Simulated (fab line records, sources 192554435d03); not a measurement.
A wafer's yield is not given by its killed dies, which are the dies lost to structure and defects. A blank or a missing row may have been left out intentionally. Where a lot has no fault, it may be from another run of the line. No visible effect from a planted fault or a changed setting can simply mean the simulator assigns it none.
Shared-tool check | flow n5Finfet | Sample size 10 lots and 30 wafers

WHAT PROMPTED THE OPENING
At N5_BEOL_M2_INSPECT_59 the reading rawDefectCount is flagged on 2 of 10 lots. Wafers without a fault read 76, standard deviation 30.
Rule: flag the lot when none of its wafers has a number, or when each of its wafers that has one lies beyond 4 standard deviations from that mean. The rest of the lots are taken to be sound.

lot  | measured     | on               | rawDefectCount, wafer by wafer | flag
L142 | day 8 05:51  | defectInspect-01 | 52 73 51                       | 
L139 | day 8 10:46  | defectInspect-02 | 46 111 53                      | 
L145 | day 9 04:20  | defectInspect-02 | 55 79 42                       | 
L146 | day 9 11:37  | defectInspect-01 | 289 306 295                    | FLAGGED
L147 | day 9 13:20  | defectInspect-01 | 312 300 286                    | FLAGGED
L154 | day 11 22:17 | defectInspect-02 | 42 67 81                       | 
L158 | day 12 18:17 | defectInspect-01 | 50 104 62                      | 
L159 | day 12 23:08 | defectInspect-02 | 97 134 80                      | 
L160 | day 12 23:16 | defectInspect-01 | 100 100 87                     | 
L161 | day 13 16:38 | defectInspect-02 | 177 112 133                    | 
Average over the flagged lots: 298; offset from the usual +222, equal to +7 standard deviations.

EACH LOT AND THE TOOL IT RAN ON
3 process steps preceding the reading are held in the record, out of 1938 steps in the route. Every cell lists first the tool, next ch and the chambers used by the sampled wafers, and last the start.
lot  | flag    | N5_BEOL_M2_SPUTTER_92       | N5_BEOL_M2_CO_CAP_55            | N5_BEOL_M2_PRE_CLEAN_56
L142 |         | pvdSputter-03, day 8 04:20  | cvdCo-02 ch 0,1, day 8 05:38    | pecvd-01 ch 1,2, day 8 05:44
L139 |         | pvdSputter-01, day 8 09:09  | cvdCo-02 ch 1,2, day 8 10:31    | pecvd-04 ch 0,1, day 8 10:37
L145 |         | pvdSputter-03, day 9 02:47  | cvdCo-01 ch 0,1, day 9 04:05    | pecvd-04 ch 0,1, day 9 04:11
L146 | FLAGGED | pvdSputter-03, day 9 10:06  | cvdCo-01 ch 0,2, day 9 11:25    | pecvd-04 ch 0,2, day 9 11:31
L147 | FLAGGED | pvdSputter-02, day 9 11:49  | cvdCo-01 ch 1,2, day 9 13:07    | pecvd-04 ch 0,1,2, day 9 13:13
L154 |         | pvdSputter-02, day 11 20:46 | cvdCo-02 ch 0,1, day 11 22:05   | pecvd-02 ch 0,1, day 11 22:10
L158 |         | pvdSputter-02, day 12 16:46 | cvdCo-02 ch 1,2, day 12 18:04   | pecvd-02 ch 0,2, day 12 18:10
L159 |         | pvdSputter-01, day 12 21:37 | cvdCo-02 ch 0,1,2, day 12 22:55 | pecvd-02 ch 0,1,2, day 12 23:01
L160 |         | pvdSputter-03, day 12 21:43 | cvdCo-01 ch 0,1, day 12 23:02   | pecvd-01 ch 0,1, day 12 23:07
L161 |         | pvdSputter-01, day 13 15:05 | cvdCo-01 ch 1,2, day 13 16:23   | pecvd-01 ch 0,1, day 13 16:29
What is done by these steps:
- N5_BEOL_M2_SPUTTER_92: material Cu, target thk 4.5 nm, time 8.29 s.
- N5_BEOL_M2_CO_CAP_55: material Co, precursor CCTBA/H2, target thk 2 nm, time 102.1 s.
- N5_BEOL_M2_PRE_CLEAN_56: time 15 s.
- N5_BEOL_M2_INSPECT_59: inspects for defects (darkfield).

FLAGGED AGAINST TOTAL, ONE TOOL AT A TIME (gauges that did the reading follow at the end)
step                    | tool             | lots run | flagged | share of the flagged lots | sound lots run after its first flagged lot
N5_BEOL_M2_SPUTTER_92   | pvdSputter-01    | 3        | 0       | none                      | -
N5_BEOL_M2_SPUTTER_92   | pvdSputter-02    | 3        | 1       | some                      | 2 (L154,L158)
N5_BEOL_M2_SPUTTER_92   | pvdSputter-03    | 4        | 1       | some                      | 1 (L160)
N5_BEOL_M2_CO_CAP_55    | cvdCo-01         | 5        | 2       | all                       | 2 (L160,L161)
N5_BEOL_M2_CO_CAP_55    | cvdCo-02         | 5        | 0       | none                      | -
N5_BEOL_M2_PRE_CLEAN_56 | pecvd-01         | 3        | 0       | none                      | -
N5_BEOL_M2_PRE_CLEAN_56 | pecvd-02         | 3        | 0       | none                      | -
N5_BEOL_M2_PRE_CLEAN_56 | pecvd-04         | 4        | 2       | all                       | 0
N5_BEOL_M2_INSPECT_59   | defectInspect-01 | 5        | 2       | all                       | 2 (L158,L160)
N5_BEOL_M2_INSPECT_59   | defectInspect-02 | 5        | 0       | none                      | -

WHAT IS ALLOWED BY THE TABLE
3 rows of the table ran every flagged lot: cvdCo-01 at N5_BEOL_M2_CO_CAP_55, pecvd-04 at N5_BEOL_M2_PRE_CLEAN_56, defectInspect-01 at N5_BEOL_M2_INSPECT_59.
- cvdCo-01 at N5_BEOL_M2_CO_CAP_55: 2 of its 5 lots flagged. Sound lots followed the first flagged one (L160, L161) on it, something a lasting fault affecting the whole tool could not allow.
- pecvd-04 at N5_BEOL_M2_PRE_CLEAN_56: 2 of its 4 lots flagged. A fault beginning between L145 (day 9 04:11), its last sound lot, and L146 (day 9 11:31), its first flagged one, fits the data.
- defectInspect-01 at N5_BEOL_M2_INSPECT_59: 2 of its 5 lots flagged. Sound lots followed the first flagged one (L158, L160) on it, something a lasting fault affecting the whole tool could not allow.
pecvd-04 at N5_BEOL_M2_PRE_CLEAN_56 is the single tool remaining.

WHAT THE SIMULATOR HAD INSERTED
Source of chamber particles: pecvd-04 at N5_BEOL_M2_PRE_CLEAN_56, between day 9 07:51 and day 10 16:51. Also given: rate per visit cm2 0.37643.
Shown lots that were struck: L146, L147. The rule above found the same.
